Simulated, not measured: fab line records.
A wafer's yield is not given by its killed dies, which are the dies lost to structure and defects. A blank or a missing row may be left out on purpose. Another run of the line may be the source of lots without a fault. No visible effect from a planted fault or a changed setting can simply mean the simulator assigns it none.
Problem report, 8D (eight disciplines) form, completed by code + flow n5 finfet + the parts of the form that need people (team, actions taken, sign-off) are left out

1. WHAT WENT WRONG
N5_PASSIVATION_PROBE_49, killed at front end: mean 190 over 1 wafer from 1 lot; wafers with no fault: 37, standard deviation 10. Measured from the usual mean, that is +15 standard deviations.
The first sign was on wafer L932.4 at day 18 00:02, on prober-01. Wafers with a number at this step in the record: 4, from 2 lots. Rule for "out" (also "out of limits"): further than 4 standard deviations from the usual mean. The other wafers with a number count as sound.

2. WHAT IT IS AND WHAT IT IS NOT
| question                    | is                                                                                                       | is not                                                                                                                |
|-----------------------------|----------------------------------------------------------------------------------------------------------|-----------------------------------------------------------------------------------------------------------------------|
| which readings at this step | killed at front end, defect limited yield, killed dies, sort_bin_5_function, sort n pass, sort yield pct | killed_at_M0_to_M3, killed_at_M4_up, killed at contacts, killed at other, killed open, killed short, sort_bin_8_speed |
| which lots                  | L932                                                                                                     | L926                                                                                                                  |
| which wafers of those lots  | L932.4                                                                                                   | L932.1, L932.6                                                                                                        |
| read on which tools         | prober-01                                                                                                | -                                                                                                                     |
| when                        | from day 18 00:02                                                                                        | up to then (2 sound wafers); but 1 sound wafer of L932 came after                                                     |

3. THE SUSPECTS, EACH WITH WHAT RULES IT OUT
Counting: if a tool at a process step up to the reading ran every lot that is out, it stays a suspect. Sound lots after the first of them don't rule it out here, since some wafers of a struck lot are sound.
- ald metal-04 at N5_HKMG_FIN_ALD_21 (deposits TiN, target thk 1.5 nm, pulse time 1 s, purge time 3 s): kept. It ran the lot that is out, L932 (day 8 14:55); its last sound lot up to then is L926 (day 7 04:05).
- rie diel-05 at N5_PASSIVATION_ETCH_15 (etches SiCN in CF4/N2, target depth 75 nm, time 81.2 s): kept. It ran the lot that is out, L932 (day 17 18:14). Because N5_PASSIVATION_ETCH_15 lacks a start for some lots, the hours and order of its lots are taken from N5_PASSIVATION_DEGAS_18.
- pvd sputter-03 at N5_PASSIVATION_DEGAS_18 (time 60 s): kept. It ran the lot that is out, L932 (day 17 18:14).
- rie diel-06 at N5_PASSIVATION_DESCUM_46 (chemistry O2, time 7.9 s): kept. It ran the lot that is out, L932 (day 17 20:51).
- prober-01 at N5_PASSIVATION_PROBE_49: kept. It ran the lot that is out, L932 (day 17 23:53); its last sound lot up to then is L926 (day 16 18:01). Its own readings are out on those wafers: defect limited yield, killed at front end, killed dies, sort_bin_5_function, sort n pass, sort yield pct.
- In ald metal-04 at N5_HKMG_FIN_ALD_21, the wafers that are out were processed in chamber 2 and their sound lot-mates in chambers 0, 3.
- The sound lot-mates ran in chamber 3 of rie diel-05 at N5_PASSIVATION_ETCH_15, but the wafers that are out ran in chamber 1.
- In rie diel-06 at N5_PASSIVATION_DESCUM_46, the wafers that are out were processed in chamber 2 and their sound lot-mates in chambers 1, 3.
Left after counting: ald metal-04 at N5_HKMG_FIN_ALD_21, rie diel-05 at N5_PASSIVATION_ETCH_15, pvd sputter-03 at N5_PASSIVATION_DEGAS_18, rie diel-06 at N5_PASSIVATION_DESCUM_46, prober-01 at N5_PASSIVATION_PROBE_49.

4. THE CAUSE (what the simulator had put in)
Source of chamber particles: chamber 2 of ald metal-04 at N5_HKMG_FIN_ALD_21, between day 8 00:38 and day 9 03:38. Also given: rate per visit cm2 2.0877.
Counting left 5 suspects, and this tool is among them.

5. SEQUENCE OF EFFECTS, ordered by route
Each row: a reading whose mean over the struck wafers that have a number lies more than 3 standard deviations from the usual. Only readings whose record carries a usual standard deviation are examined. hours: median over the lots of the time between each lot's start at the first step of this table that gives one and its start at this step. sigmas: the change, counted in usual standard deviations.
| hours | step                    | reading              | usual  | on struck wafers | change | sigmas |
|-------|-------------------------|----------------------|--------|------------------|--------|--------|
| 0     | N5_PASSIVATION_PROBE_49 | defect limited yield | 91.2 % | 77.3             | -13.9  | -9.9   |
| 0     | N5_PASSIVATION_PROBE_49 | killed at front end  | 37     | 190              | +153   | +15    |
| 0     | N5_PASSIVATION_PROBE_49 | killed dies          | 103    | 268              | +165   | +9.7   |
| 0     | N5_PASSIVATION_PROBE_49 | sort_bin_5_function  | 5.1 %  | 12.2             | +7.1   | +7.7   |
| 0     | N5_PASSIVATION_PROBE_49 | sort n pass          | 1077   | 911              | -166   | -9.8   |
| 0     | N5_PASSIVATION_PROBE_49 | sort yield pct       | 91.2 % | 77.2             | -14.0  | -10    |
Process steps it contains:
- N5_PASSIVATION_PROBE_49

6. WHAT WOULD HAVE CAUGHT IT SOONER
In this record no reading fell out of limits until day 18 00:02, 239 hours after the fault had begun at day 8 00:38.
Of the tool readings at N5_HKMG_FIN_ALD_21 for which the record gives a usual standard deviation, none was out on any struck wafer, so an alarm limit of 4 standard deviations on them would not have fired.
The start of N5_HKMG_FIN_ALD_21 on ald metal-04 came by day 18 00:02 for every one of the lots that are out (1). A hold on the tool at that time would have spared none of them.
